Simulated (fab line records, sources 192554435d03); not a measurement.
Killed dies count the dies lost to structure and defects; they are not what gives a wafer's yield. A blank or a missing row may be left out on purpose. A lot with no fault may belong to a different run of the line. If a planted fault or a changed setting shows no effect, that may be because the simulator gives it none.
Lot-split experiment || flow n5-finfet || 21 wafers read across 7 lots, on a route 1938 steps long

== THE SPLIT ==
At N5_BEOL_M6_EXPOSE_08 (exposes mask M6), the setting dose-mj was moved away from the recipe's 68.25 on 9 of the 21 wafers read, by -6.8% to +7.0%. For the rest of the wafers, this setting stayed at what the recipe calls for.

== FROM THE SPLIT TO THE READING: what the file shows between them, 15 steps ==
- N5_BEOL_M6_PEB_09: peb time 60 s
- N5_BEOL_M6_DEVELOP_10: develop time 30 s
- N5_BEOL_M6_CD_MEAS_11: target cd 38.5 nm
- N5_BEOL_M6_DESCUM_16: chemistry O2, time 7.9 s
- N5_BEOL_M6_ETCH_61: etches SiARC in CF4, target depth 45.5 nm, time 75.8 s
- N5_BEOL_M6_ETCH_62: etches SOC in N2/H2, target depth 110 nm, overetch 22 nm, time 165 s (also split here: bias-w)
- N5_BEOL_M6_STRIP_68: strips in N2/H2
- N5_BEOL_M6_STRIP_67: strips in CF4
- N5_BEOL_M6_HM_OPEN_17: chemistry Cl2/BCl3, target TiN, target depth 20 nm, overetch 6 nm
- N5_BEOL_M6_STRIP_19: strips in O2
- N5_BEOL_M6_CD_MEAS_18: pitch 80 nm, target cd 40 nm
- N5_BEOL_M6_COAT_63: time 60 s, resist thk 60 nm
- N5_BEOL_M6_COAT_64: time 60 s, resist thk 12 nm
- N5_BEOL_M6_PRECLEAN_42: cleans in residue remover, time 60 s
- N5_BEOL_M6_SRD_43: time 30 s

== THE READING ==
cd-nm, in nm, at N5_BEOL_M6_CD_MEAS_35 (target cd 40 nm, target cd y 28 nm). A value of 40.0 nm with a standard deviation of 0.6 nm is what fault-free wafers of this fab line usually give.

{"wafer": "L081.1", "tool, chamber at the split": "arfi-scanner-03, 0", "dose-mj as run": 73.02, "against the recipe": "+7.0%", "cd-nm, nm": 43.4, "against lot-mates on the recipe": "+3.8"}
{"wafer": "L081.2", "tool, chamber at the split": "arfi-scanner-03, 0", "dose-mj as run": 68.25, "against the recipe": "recipe", "cd-nm, nm": 39.6, "against lot-mates on the recipe": "-"}
{"wafer": "L081.3", "tool, chamber at the split": "arfi-scanner-03, 0", "dose-mj as run": 73.02, "against the recipe": "+7.0%", "cd-nm, nm": 44.1, "against lot-mates on the recipe": "+4.5"}
{"wafer": "L082.2", "tool, chamber at the split": "arfi-scanner-01, 0", "dose-mj as run": 68.25, "against the recipe": "recipe", "cd-nm, nm": 39.7, "against lot-mates on the recipe": "-"}
{"wafer": "L082.4", "tool, chamber at the split": "arfi-scanner-01, 0", "dose-mj as run": 68.25, "against the recipe": "recipe", "cd-nm, nm": 40.1, "against lot-mates on the recipe": "-"}
{"wafer": "L082.6", "tool, chamber at the split": "arfi-scanner-01, 0", "dose-mj as run": 68.25, "against the recipe": "recipe", "cd-nm, nm": 40.0, "against lot-mates on the recipe": "-"}
{"wafer": "L084.2", "tool, chamber at the split": "arfi-scanner-03, 0", "dose-mj as run": 68.25, "against the recipe": "recipe", "cd-nm, nm": 41.0, "against lot-mates on the recipe": "-"}
{"wafer": "L084.3", "tool, chamber at the split": "arfi-scanner-03, 0", "dose-mj as run": 65.1, "against the recipe": "-4.6%", "cd-nm, nm": 37.4, "against lot-mates on the recipe": -3.2}
{"wafer": "L084.6", "tool, chamber at the split": "arfi-scanner-03, 0", "dose-mj as run": 68.25, "against the recipe": "recipe", "cd-nm, nm": 40.2, "against lot-mates on the recipe": "-"}
{"wafer": "L087.1", "tool, chamber at the split": "arfi-scanner-03, 0", "dose-mj as run": 63.62, "against the recipe": "-6.8%", "cd-nm, nm": 36.8, "against lot-mates on the recipe": -3.7}
{"wafer": "L087.2", "tool, chamber at the split": "arfi-scanner-03, 0", "dose-mj as run": 68.25, "against the recipe": "recipe", "cd-nm, nm": 40.8, "against lot-mates on the recipe": "-"}
{"wafer": "L087.3", "tool, chamber at the split": "arfi-scanner-03, 0", "dose-mj as run": 68.25, "against the recipe": "recipe", "cd-nm, nm": 40.2, "against lot-mates on the recipe": "-"}
{"wafer": "L090.2", "tool, chamber at the split": "arfi-scanner-01, 0", "dose-mj as run": 65.9, "against the recipe": "-3.4%", "cd-nm, nm": 38.0, "against lot-mates on the recipe": -2.0}
{"wafer": "L090.3", "tool, chamber at the split": "arfi-scanner-01, 0", "dose-mj as run": 68.25, "against the recipe": "recipe", "cd-nm, nm": 40.5, "against lot-mates on the recipe": "-"}
{"wafer": "L090.5", "tool, chamber at the split": "arfi-scanner-01, 0", "dose-mj as run": 68.25, "against the recipe": "recipe", "cd-nm, nm": 39.4, "against lot-mates on the recipe": "-"}
{"wafer": "L092.2", "tool, chamber at the split": "arfi-scanner-02, 0", "dose-mj as run": 69.86, "against the recipe": "+2.4%", "cd-nm, nm": 42.1, "against lot-mates on the recipe": "no lot-mate on the recipe"}
{"wafer": "L092.4", "tool, chamber at the split": "arfi-scanner-02, 0", "dose-mj as run": 69.86, "against the recipe": "+2.4%", "cd-nm, nm": 41.4, "against lot-mates on the recipe": "no lot-mate on the recipe"}
{"wafer": "L092.6", "tool, chamber at the split": "arfi-scanner-02, 0", "dose-mj as run": 69.86, "against the recipe": "+2.4%", "cd-nm, nm": 41.2, "against lot-mates on the recipe": "no lot-mate on the recipe"}
{"wafer": "L091.2", "tool, chamber at the split": "arfi-scanner-03, 0", "dose-mj as run": 68.25, "against the recipe": "recipe", "cd-nm, nm": 39.3, "against lot-mates on the recipe": "-"}
{"wafer": "L091.3", "tool, chamber at the split": "arfi-scanner-03, 0", "dose-mj as run": 65.57, "against the recipe": "-3.9%", "cd-nm, nm": 37.8, "against lot-mates on the recipe": -1.5}
{"wafer": "L091.6", "tool, chamber at the split": "arfi-scanner-03, 0", "dose-mj as run": 68.25, "against the recipe": "recipe", "cd-nm, nm": 39.2, "against lot-mates on the recipe": "-"}

FIT RESULTS
A straight line over all 21 wafers: cd-nm changes by +0.539 nm for each +1% of dose-mj; r = +0.96; the points scatter about the line by 0.51 nm.
The same after taking each lot's own level away (the mean of its wafers on the recipe; 18 wafers): +0.575 nm for each +1%; r = +0.98; scatter 0.39 nm.
According to that fit, moving dose-mj by its largest amount changes the reading by 4 nm.
The span of the lots' own levels, 39.25 to 40.60 nm, comes to 2.3 times the standard deviation stated above.
Hence the lot-to-lot level has little effect on the slope; both slopes agree.
Check: for one of the wafers moved furthest among these (+7.0%), held out of the fit, the line's prediction against its lot-mates is +4.19 nm. Against them it came out at +3.8 nm.

== ADDITIONAL SPLITS CARRIED BY THESE WAFERS ==
These wafers also went through other splits before the reading. Each is held against what the fit with the lots' levels taken away leaves over:
{"other split on the same wafers": "N5_BEOL_M5_TRENCH_ETCH_37 time-s", "wafers away from the commonest value": 3, "r with cd-nm (lot level and that fit taken away)": "+0.32"}
{"other split on the same wafers": "N5_BEOL_M6_ETCH_62 bias-w", "wafers away from the commonest value": 7, "r with cd-nm (lot level and that fit taken away)": "+0.02"}

== THE WHOLE CHAIN: every reading that the file lists as answering this split, in the file's order ==
{"step": "N5_BEOL_M6_CD_MEAS_11", "what it does": "target cd 38.5 nm", "reading": "cd-nm", "change (the file's fit)": "+0.531 nm for each +1% of the setting", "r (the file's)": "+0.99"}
{"step": "N5_BEOL_M6_ETCH_61", "what it does": "etches SiARC in CF4, target depth 45.5 nm, time 75.8 s", "reading": "BEOL_M6.cd-offset-nm (the simulator's own value, which no gauge read)", "change (the file's fit)": "+0.524 nm for each +1% of the setting", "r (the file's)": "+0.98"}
{"step": "N5_BEOL_M6_ETCH_62", "what it does": "etches SOC in N2/H2, target depth 110 nm, overetch 22 nm, time 165 s", "reading": "BEOL_M6.cd-offset-nm (the simulator's own value, which no gauge read)", "change (the file's fit)": "+0.548 nm for each +1% of the setting", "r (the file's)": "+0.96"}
{"step": "N5_BEOL_M6_HM_OPEN_17", "what it does": "chemistry Cl2/BCl3, target TiN, target depth 20 nm, overetch 6 nm", "reading": "BEOL_M6.cd-offset-nm (the simulator's own value, which no gauge read)", "change (the file's fit)": "+0.541 nm for each +1% of the setting", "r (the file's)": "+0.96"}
{"step": "N5_BEOL_M6_CD_MEAS_18", "what it does": "pitch 80 nm, target cd 40 nm", "reading": "cd-nm", "change (the file's fit)": "+0.526 nm for each +1% of the setting", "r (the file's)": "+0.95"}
{"step": "N5_BEOL_M6_CD_MEAS_35", "what it does": "target cd 40 nm, target cd y 28 nm", "reading": "cd-nm", "change (the file's fit)": "+0.568 nm for each +1% of the setting", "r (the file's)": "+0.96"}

== THE FILE'S OWN FIT ==
cd-nm changes by +0.568 nm for each +1% of dose-mj, r = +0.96.
